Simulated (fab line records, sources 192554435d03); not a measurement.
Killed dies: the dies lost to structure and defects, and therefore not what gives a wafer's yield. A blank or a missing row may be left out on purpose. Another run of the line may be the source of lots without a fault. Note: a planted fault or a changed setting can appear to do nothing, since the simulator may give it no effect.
Which of the tools did it? | flow n5-finfet | 8 lots with 24 wafers sampled at 6 steps, on a route of 1938 steps

== WHAT THE GAUGES READ, wafer by wafer ==
N5_BEOL_M4_RC_MEAS_101.
lot  | measured     | on        | DIBL_N (mV/V)  | DIBL_P (mV/V)  | IOFF_N (nA/um)    | IOFF_P (nA/um)    | ION_N (uA/um) | ION_P (uA/um) | SS_N (mV/dec)  | SS_P (mV/dec)  | VT_N (mV)         | VT_P (mV)
L594 | day 9 22:42  | prober-01 | 35.4 33.3 34.8 | 34.4 32.3 34.4 | 0.140 0.110 0.138 | 0.211 0.177 0.211 | 667 657 667   | 460 453 460   | 71.2 70.9 70.9 | 73.0 72.9 72.8 | 250.7 254.6 249.5 | -247.5 -249.7 -247.5
L598 | day 11 06:32 | prober-01 | 35.2 36.3 35.7 | 35.3 36.9 36.8 | 0.126 0.146 0.137 | 0.174 0.195 0.201 | 666 674 667   | 451 460 464   | 71.1 72.0 71.2 | 72.8 73.3 73.7 | 252.4 251.7 254.8 | -251.1 -251.5 -249.2
L599 | day 11 13:14 | prober-01 | 37.7 35.8 34.8 | 37.6 34.8 33.9 | 0.175 0.132 0.124 | 0.237 0.182 0.183 | 677 656 663   | 463 456 462   | 71.7 70.9 71.2 | 73.6 72.5 72.8 | 248.1 253.0 251.9 | -246.1 -252.9 -248.7
L604 | day 12 05:19 | prober-02 | 35.5 34.5 36.6 | 33.2 31.5 34.0 | 0.119 0.107 0.129 | 0.190 0.169 0.198 | 652 653 656   | 458 462 460   | 70.8 70.2 70.9 | 71.9 71.6 71.9 | 253.3 254.1 253.5 | -250.8 -251.5 -250.2
L605 | day 12 20:46 | prober-02 | 33.5 35.2 34.5 | 33.7 35.4 34.5 | 0.108 0.131 0.119 | 0.159 0.183 0.166 | 654 670 658   | 454 462 451   | 71.1 71.8 70.7 | 73.4 73.5 72.6 | 256.5 252.5 253.0 | -254.7 -251.4 -255.3
L607 | day 12 23:56 | prober-01 | 37.0 36.0 34.1 | 36.8 36.0 34.7 | 0.170 0.155 0.130 | 0.199 0.202 0.176 | 677 671 678   | 458 464 464   | 72.5 71.8 70.8 | 72.5 73.2 72.4 | 248.1 248.7 250.4 | -249.3 -251.8 -251.6
L614 | day 14 11:42 | prober-01 | 34.6 37.2 34.8 | 33.9 36.8 34.6 | 0.118 0.165 0.129 | 0.166 0.211 0.175 | 658 676 665   | 451 461 456   | 71.4 71.7 71.1 | 72.5 73.7 72.6 | 255.1 248.7 254.3 | -253.8 -246.3 -252.8
L615 | day 16 00:40 | prober-02 | 37.5 36.5 36.1 | 35.7 34.1 34.7 | 0.171 0.145 0.144 | 0.244 0.216 0.222 | 680 664 673   | 473 461 470   | 71.2 71.5 71.0 | 74.4 74.0 73.2 | 247.1 249.7 249.8 | -247.2 -248.4 -246.4

N5_BEOL_M11_OCD_MEAS_38.
lot  | measured     | on     | trench-depth-nm (nm)
L594 | day 12 16:50 | ocd-02 | 150.0 148.2 150.9
L598 | day 13 18:30 | ocd-02 | 146.3 146.4 150.4
L599 | day 13 23:28 | ocd-01 | 148.0 147.7 151.5
L604 | day 14 22:01 | ocd-02 | 148.1 148.3 144.5
L605 | day 15 09:02 | ocd-01 | 0.0 0.3 0
L607 | day 15 08:36 | ocd-01 | 0.2 0 0
L614 | day 16 17:32 | ocd-02 | 150.1 152.1 148.6
L615 | day 18 22:44 | ocd-01 | 148.1 147.1 145.7

== WHICH TOOL RAN EACH LOT (tool, then ch and the chambers of the sampled wafers, then the start) ==
lot  | N5_BEOL_M11_ETCH_65                | N5_BEOL_M11_VIA_ETCH_34            | N5_BEOL_M11_TRENCH_ETCH_37         | N5_BEOL_M11_STRIP_77
L594 | rie-diel-01 ch 0,1,2, day 12 16:23 | rie-diel-01 ch 0,1,2, day 12 16:33 | rie-diel-01 ch 0,1,2, day 12 16:39 | rie-diel-01 ch 0,1,2, day 12 16:50 or earlier
L598 | rie-diel-02 ch 0,1, day 13 18:02   | rie-diel-02 ch 0,1, day 13 18:13   | rie-diel-02 ch 0,1, day 13 18:19   | rie-diel-02 ch 0,1, day 13 18:30 or earlier
L599 | rie-diel-02 ch 0,1,3, day 13 22:59 | rie-diel-02 ch 0,1,3, day 13 23:10 | rie-diel-02 ch 0,1,3, day 13 23:16 | rie-diel-02 ch 0,1,3, day 13 23:28 or earlier
L604 | rie-diel-01 ch 2,3, day 14 21:34   | rie-diel-01 ch 2,3, day 14 21:44   | rie-diel-01 ch 2,3, day 14 21:50   | rie-diel-01 ch 2,3, day 14 22:01 or earlier
L605 | rie-diel-01 ch 0,1,3, day 15 08:34 | rie-diel-01 ch 0,1,3, day 15 08:44 | rie-diel-01 ch 0,1,3, day 15 08:51 | rie-diel-01 ch 0,1,3, day 15 09:02 or earlier
L607 | rie-diel-04 ch 0,1,3, day 15 08:08 | rie-diel-04 ch 0,1,3, day 15 08:19 | rie-diel-04 ch 0,1,3, day 15 08:25 | rie-diel-04 ch 0,1,3, day 15 08:36 or earlier
L614 | rie-diel-04 ch 1,2,3, day 16 17:04 | rie-diel-04 ch 1,2,3, day 16 17:15 | rie-diel-04 ch 1,2,3, day 16 17:21 | rie-diel-04 ch 1,2,3, day 16 17:32 or earlier
L615 | rie-diel-02 ch 1,2,3, day 18 22:17 | rie-diel-02 ch 1,2,3, day 18 22:27 | rie-diel-02 ch 1,2,3, day 18 22:34 | rie-diel-02 ch 1,2,3, day 18 22:44 or earlier
- N5_BEOL_M11_ETCH_65: etches SiARC in CF4, target depth 39 nm, time 65 s.
- N5_BEOL_M11_VIA_ETCH_34: etches SiCOH lowk in C4F6/O2, target depth 184.5 nm, time 69.2 s.
- N5_BEOL_M11_TRENCH_ETCH_37: etches SiCOH lowk in C4F6/O2, target depth 148.83 nm, time 48 s.
- N5_BEOL_M11_STRIP_77: strips in N2/H2, time 10 s.

== AS READ BY THE TOOLS THEMSELVES (means over the sampled wafers that have a number; for cases with no such wafer, the mark the record gives instead) ==
N5_BEOL_M11_ETCH_65.
lot  | tool        | bias-w (W) | cf4-flow-sccm (sccm) | drypump-motor-current-A (A) | etch-rf-on-time-s (s) | oes-product-au (a.u.) | rf-vpp-V (V) | showerhead-plenum-p-Torr (Torr) | throttle-valve-pct (%)
L594 | rie-diel-01 | 36.01      | 100.0                | 6.0                         | 65.4                  | 0.70                  | 184.3        | 2.24                            | 15.52
L598 | rie-diel-02 | 36.14      | 99.9                 | 5.1                         | 65.4                  | 0.73                  | 184.0        | 2.12                            | 15.52
L599 | rie-diel-02 | 35.86      | 100.1                | 5.5                         | 64.5                  | 0.71                  | 184.2        | 2.14                            | 15.48
L604 | rie-diel-01 | 36.03      | 99.6                 | 5.8                         | 65.1                  | 0.68                  | 185.5        | 2.24                            | 15.43
L605 | rie-diel-01 | 35.97      | 100.2                | 5.8                         | 66.3                  | 0.63                  | 184.9        | 2.21                            | 15.81
L607 | rie-diel-04 | 35.95      | 100.0                | 5.7                         | 65.1                  | 0.63                  | 183.0        | 2.05                            | 15.64
L614 | rie-diel-04 | 36.04      | 99.7                 | 6.0                         | 64.2                  | 0.68                  | 183.2        | 2.09                            | 15.47
L615 | rie-diel-02 | 35.93      | 100.3                | 5.5                         | 65.0                  | 0.69                  | 183.5        | 2.13                            | 15.44

N5_BEOL_M11_VIA_ETCH_34.
lot  | tool        | C4F6_flow_sccm (sccm) | O2_flow_sccm (sccm) | drypump-motor-current-A (A) | oes-product-au (a.u.) | rf-vpp-V (V) | showerhead-plenum-p-Torr (Torr) | throttle-valve-pct (%)
L594 | rie-diel-01 | 9.98                  | 9.96                | 6.0                         | 0.83                  | 666          | 2.99                            | 20.81
L598 | rie-diel-02 | 9.98                  | 9.98                | 5.1                         | 0.85                  | 669          | 2.82                            | 20.86
L599 | rie-diel-02 | 9.98                  | 10.01               | 5.6                         | 0.83                  | 670          | 2.85                            | 20.80
L604 | rie-diel-01 | 10.00                 | 10.01               | 5.9                         | 0.80                  | 670          | 2.97                            | 20.67
L605 | rie-diel-01 | 10.02                 | 10.03               | 5.8                         | 0.74                  | 666          | 2.95                            | 21.11
L607 | rie-diel-04 | 9.99                  | 9.99                | 5.7                         | 0.74                  | 664          | 2.73                            | 20.94
L614 | rie-diel-04 | 10.01                 | 10.00               | 6.0                         | 0.79                  | 667          | 2.78                            | 20.76
L615 | rie-diel-02 | 10.01                 | 9.99                | 5.5                         | 0.81                  | 664          | 2.83                            | 20.71

N5_BEOL_M11_TRENCH_ETCH_37.
lot  | tool        | C4F6_flow_sccm (sccm) | O2_flow_sccm (sccm) | drypump-motor-current-A (A) | oes-product-au (a.u.) | rf-vpp-V (V) | showerhead-plenum-p-Torr (Torr) | throttle-valve-pct (%)
L594 | rie-diel-01 | 10.00                 | 9.993               | 6.0                         | 0.83                  | 665          | 2.99                            | 20.84
L598 | rie-diel-02 | 10.02                 | 9.985               | 5.1                         | 0.85                  | 669          | 2.82                            | 20.89
L599 | rie-diel-02 | 9.98                  | 9.980               | 5.6                         | 0.83                  | 670          | 2.85                            | 20.84
L604 | rie-diel-01 | 9.99                  | 9.972               | 5.8                         | 0.80                  | 670          | 2.97                            | 20.69
L605 | rie-diel-01 | -                     | -                   | -                           | -                     | -            | -                               | -
L607 | rie-diel-04 | -                     | -                   | -                           | -                     | -            | -                               | -
L614 | rie-diel-04 | 9.99                  | 10.010              | 6.0                         | 0.80                  | 667          | 2.78                            | 20.79
L615 | rie-diel-02 | 10.03                 | 9.989               | 5.5                         | 0.80                  | 663          | 2.83                            | 20.73

N5_BEOL_M11_STRIP_77.
lot  | tool        | drypump-motor-current-A (A) | n2-flow-sccm (sccm) | oes-product-au (a.u.) | rf-vpp-V (V) | showerhead-plenum-p-Torr (Torr) | throttle-valve-pct (%)
L594 | rie-diel-01 | 6.0                         | 199.7               | 0.84                  | 60.0         | 2.67                            | 23.6
L598 | rie-diel-02 | 5.1                         | 200.4               | 0.86                  | 59.6         | 2.51                            | 23.4
L599 | rie-diel-02 | 5.6                         | 199.9               | 0.84                  | 59.2         | 2.53                            | 23.4
L604 | rie-diel-01 | 5.8                         | 199.9               | 0.81                  | 59.7         | 2.67                            | 23.5
L605 | rie-diel-01 | 5.8                         | 200.2               | 0.74                  | 58.3         | 2.63                            | 24.0
L607 | rie-diel-04 | 5.7                         | 199.7               | 0.74                  | 59.5         | 2.43                            | 23.8
L614 | rie-diel-04 | 6.0                         | 199.9               | 0.79                  | 59.2         | 2.48                            | 23.6
L615 | rie-diel-02 | 5.5                         | 199.8               | 0.81                  | 58.9         | 2.52                            | 23.3

== THE ANSWER, worked out from the rows above alone ==
Rule: usual is defined by the lots themselves. The widest of any qualifying gaps counts: lots, ordered by their means at a reading, are off when they make up no more than a third of the lots, leave a main group of 4 or more, and stand apart from it by 3 or more times the standard deviation of that group's means. A main group whose means are all the same, to the digits that the tables above print for the reading, isn't used. Also off: a lot with no number at a reading for which 4 or more lots have one. All remaining lots with rows at the step are treated as sound. First the gauges in route order, then the tools' own readings, where a lot's mean is used as printed above. At the first step where some lot is off, the reading lying furthest off is the one used; lots without a number count as furthest.
Off: L605, L607 (N5_BEOL_M11_OCD_MEAS_38, trench-depth-nm). Mean 148.4 nm and standard deviation 1.3 in the main group.
A tool fits if, at a process step before that reading, it ran every lot that is off, and no sound lot after the first of them. The gauges at N5_BEOL_M11_OCD_MEAS_38 aren't tried: what is off there is off at N5_BEOL_M11_ETCH_65 too, on other tools, and a gauge's error can't cause that. N5_BEOL_M11_STRIP_77 gives no start for some lots, so the hours and the order of its lots are those of N5_BEOL_M11_OCD_MEAS_38. None of those tried fits.

== WHAT THE SIMULATOR PUT IN ==
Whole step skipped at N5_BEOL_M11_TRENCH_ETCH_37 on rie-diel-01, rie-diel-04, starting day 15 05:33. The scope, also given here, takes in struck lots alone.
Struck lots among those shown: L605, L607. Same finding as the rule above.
